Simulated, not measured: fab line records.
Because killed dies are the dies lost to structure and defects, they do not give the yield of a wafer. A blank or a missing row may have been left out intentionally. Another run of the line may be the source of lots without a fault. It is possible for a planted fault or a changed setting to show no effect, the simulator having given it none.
Split-lot study	flow n5_finfet	21 wafers read from 7 lots, route of 1938 steps

== SPLIT DETAILS ==
At N5_BEOL_M10_COAT_60 (time 60 s, resist thk 30 nm), the setting spin_rpm was moved away from the recipe's 1500 rpm on 9 of the 21 wafers read, by -10.3% to +10.4%. For the rest of the wafers, this setting stayed at what the recipe calls for.

== FROM THE SPLIT TO THE READING: what the file shows between them, 3 steps ==
- N5_BEOL_M10_COAT_05: resist thk 90 nm
- N5_BEOL_M10_EBR_07
- N5_BEOL_M10_DESCUM_16: chemistry O2, time 7.9 s

== THE READING ==
CAR-ArF_of_BEOL_M10_COAT_05.thk_nm (the simulator's own value, which no gauge read), in nm, at N5_BEOL_M10_ETCH_61 (etches SiARC in CF4, target depth 39 nm, time 65 s). The file does not state a usual value for it. Here, 12 wafers ran the recipe; their average is 55.4 nm with a standard deviation of 0.29 nm.

wafer	tool, chamber at the split	spin_rpm as run, rpm	against the recipe	CAR-ArF_of_BEOL_M10_COAT_05.thk_nm, nm	against lot-mates on the recipe
L075.1	litho_track-01, 0	1453	-3.1%	54.8	-0.8
L075.2	litho_track-01, 0	1500	recipe	55.6	-
L075.4	litho_track-01, 0	1453	-3.1%	55.2	-0.4
L081.2	litho_track-04, 0	1500	recipe	55.2	-
L081.4	litho_track-04, 0	1500	recipe	55.4	-
L081.6	litho_track-04, 0	1500	recipe	55.8	-
L084.1	litho_track-04, 0	1650	+10.0%	56.2	+1.3
L084.5	litho_track-04, 0	1500	recipe	54.8	-
L084.6	litho_track-04, 0	1500	recipe	55	-
L086.1	litho_track-01, 0	1346	-10.3%	54	-1.5
L086.4	litho_track-01, 0	1500	recipe	55.6	-
L086.5	litho_track-01, 0	1500	recipe	55.4	-
L090.1	litho_track-05, 0	1604	+6.9%	56.4	+0.6
L090.2	litho_track-05, 0	1500	recipe	55.8	-
L090.4	litho_track-05, 0	1604	+6.9%	56.4	+0.6
L096.1	litho_track-05, 0	1500	recipe	55.4	-
L096.2	litho_track-05, 0	1637	+9.1%	56.6	+1.3
L096.6	litho_track-05, 0	1500	recipe	55.2	-
L095.1	litho_track-01, 0	1656	+10.4%	56.8	+1.4
L095.2	litho_track-01, 0	1500	recipe	55.4	-
L095.3	litho_track-01, 0	1656	+10.4%	57	+1.6

THE FIT
A straight line over all 21 wafers: CAR-ArF_of_BEOL_M10_COAT_05.thk_nm changes by +0.131 nm for each +1% of spin_rpm; r = +0.93; the points scatter about the line by 0.27 nm.
The same after taking each lot's own level away (the mean of its wafers on the recipe; 21 wafers): +0.137 nm for each +1%; r = +0.97; scatter 0.18 nm.
On that fit, the largest move of spin_rpm shifts the reading by 1.4 nm.
Across the lots, their own levels run from 54.90 to 55.80 nm, a range of 3.1 times the standard deviation given above.
The two slopes are in agreement: the lot-to-lot level therefore moves the slope only a little.
Check: +1.38 nm against its lot-mates is what the line predicts for one of the wafers moved furthest among these (+10.4%) when that wafer is left out of the fit. It came out at +1.4 nm against them.

== THESE WAFERS: OTHER SPLITS ==
Other splits were also applied to these wafers ahead of the reading. Each is held against what the fit with the lots' levels taken away leaves over:
other split on the same wafers	wafers away from the commonest value	r with CAR-ArF_of_BEOL_M10_COAT_05.thk_nm (lot level and that fit taken away)
N5_BEOL_M5_COAT_74 spin_rpm	9	+0.07
N5_BEOL_M7_ILD_DEP_00 time_s	7	+0.05
N5_BEOL_M7_PECVD_70 temp_c	5	+0.00
N5_BEOL_M7_TRENCH_ETCH_37 bias_w	8	-0.01
N5_BEOL_M9_EXPOSE_25 dose_mj	10	+0.05

== THE WHOLE CHAIN: every reading that the file lists as answering this split, in the file's order ==
step	what it does	reading	change (the file's fit)	r (the file's)
N5_BEOL_M10_COAT_60	time 60 s, resist thk 30 nm	SiARC_of_BEOL_M10_COAT_60.thk_nm (the simulator's own value, which no gauge read)	-0.144 nm for each +1% of the setting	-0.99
N5_BEOL_M10_ETCH_61	etches SiARC in CF4, target depth 39 nm, time 65 s	etch.depth_nm (the simulator's own value, which no gauge read)	-0.147 nm for each +1% of the setting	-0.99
N5_BEOL_M10_ETCH_61	etches SiARC in CF4, target depth 39 nm, time 65 s	CAR-ArF_of_BEOL_M10_COAT_05.thk_nm (the simulator's own value, which no gauge read)	+0.136 nm for each +1% of the setting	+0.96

== THE FILE'S OWN FIT ==
CAR-ArF_of_BEOL_M10_COAT_05.thk_nm changes by +0.136 nm for each +1% of spin_rpm, r = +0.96.
